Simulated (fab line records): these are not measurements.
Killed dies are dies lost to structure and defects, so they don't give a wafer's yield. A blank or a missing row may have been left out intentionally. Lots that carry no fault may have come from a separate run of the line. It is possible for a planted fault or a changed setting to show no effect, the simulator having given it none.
Chamber matching :: flow nand-harc :: NHARC_A_BLC_DESCUM_15 on rie-diel-10 has 4 sister chambers
The step chemistry O2, time 3 s. 8 wafers are shown with their chamber, then 11 later ones without.

== WAFERS WITH THEIR CHAMBER ==
wafer: L075.4
chamber: 0
drypump-motor-current-A (A): 5.7
oes-product-au (a.u.): 1.020

wafer: L077.2
chamber: 0
drypump-motor-current-A (A): 5.7
oes-product-au (a.u.): 1.014

wafer: L078.4
chamber: 3
drypump-motor-current-A (A): 5.4
oes-product-au (a.u.): 1.011

wafer: L084.1
chamber: 1
drypump-motor-current-A (A): 5.6
oes-product-au (a.u.): 0.993

wafer: L084.6
chamber: 1
drypump-motor-current-A (A): 5.6
oes-product-au (a.u.): 0.988

wafer: L080.5
chamber: 3
drypump-motor-current-A (A): 5.4
oes-product-au (a.u.): 0.995

wafer: L080.6
chamber: 2
drypump-motor-current-A (A): 5.0
oes-product-au (a.u.): 0.979

wafer: L085.1
chamber: 2
drypump-motor-current-A (A): 4.9
oes-product-au (a.u.): 0.993

== WAFERS WITHOUT THEIR CHAMBER ==
wafer: L085.5
drypump-motor-current-A (A): 5.4
oes-product-au (a.u.): 0.984

wafer: L085.6
drypump-motor-current-A (A): 5.7
oes-product-au (a.u.): 1.002

wafer: L091.1
drypump-motor-current-A (A): 5.6
oes-product-au (a.u.): 0.988

wafer: L091.3
drypump-motor-current-A (A): 5.4
oes-product-au (a.u.): 0.987

wafer: L091.5
drypump-motor-current-A (A): 5.6
oes-product-au (a.u.): 0.970

wafer: L086.1
drypump-motor-current-A (A): 5.4
oes-product-au (a.u.): 1.002

wafer: L086.2
drypump-motor-current-A (A): 5.7
oes-product-au (a.u.): 0.996

wafer: L086.4
drypump-motor-current-A (A): 5.6
oes-product-au (a.u.): 0.986

wafer: L092.2
drypump-motor-current-A (A): 5.4
oes-product-au (a.u.): 0.991

wafer: L092.4
drypump-motor-current-A (A): 5.0
oes-product-au (a.u.): 0.989

wafer: L092.5
drypump-motor-current-A (A): 5.7
oes-product-au (a.u.): 0.995

== CHAMBER TAKEN BY EACH ==
wafer: L085.5
from the rows above: 3
in truth: 3

wafer: L085.6
from the rows above: can't be placed: 0 or 1
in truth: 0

wafer: L091.1
from the rows above: 1
in truth: 1

wafer: L091.3
from the rows above: 3
in truth: 3

wafer: L091.5
from the rows above: 1
in truth: 1

wafer: L086.1
from the rows above: 3
in truth: 3

wafer: L086.2
from the rows above: can't be placed: 0 or 1
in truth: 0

wafer: L086.4
from the rows above: 1
in truth: 1

wafer: L092.2
from the rows above: 3
in truth: 3

wafer: L092.4
from the rows above: 2
in truth: 2

wafer: L092.5
from the rows above: can't be placed: 0 or 1
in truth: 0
Placed correctly: 8 of 11. Can't be placed from these rows: 3 (the true chamber is among the candidates in 3). Placed wrongly: 0.
How it was worked out, from the rows above alone: a wafer's distance from a chamber is the root of the sum, over the readings, of the square of ((its reading less the chamber's mean) divided by the reading's scatter). The wafer belongs to the nearest chamber; if the next one is less than 2 further off, it can't be placed. For every chamber, the mean is computed from those of its wafers that are shown. The scatter: the root of (the sum of the squares of (reading less its chamber's mean) over the shown wafers, divided by (wafers less chambers)).
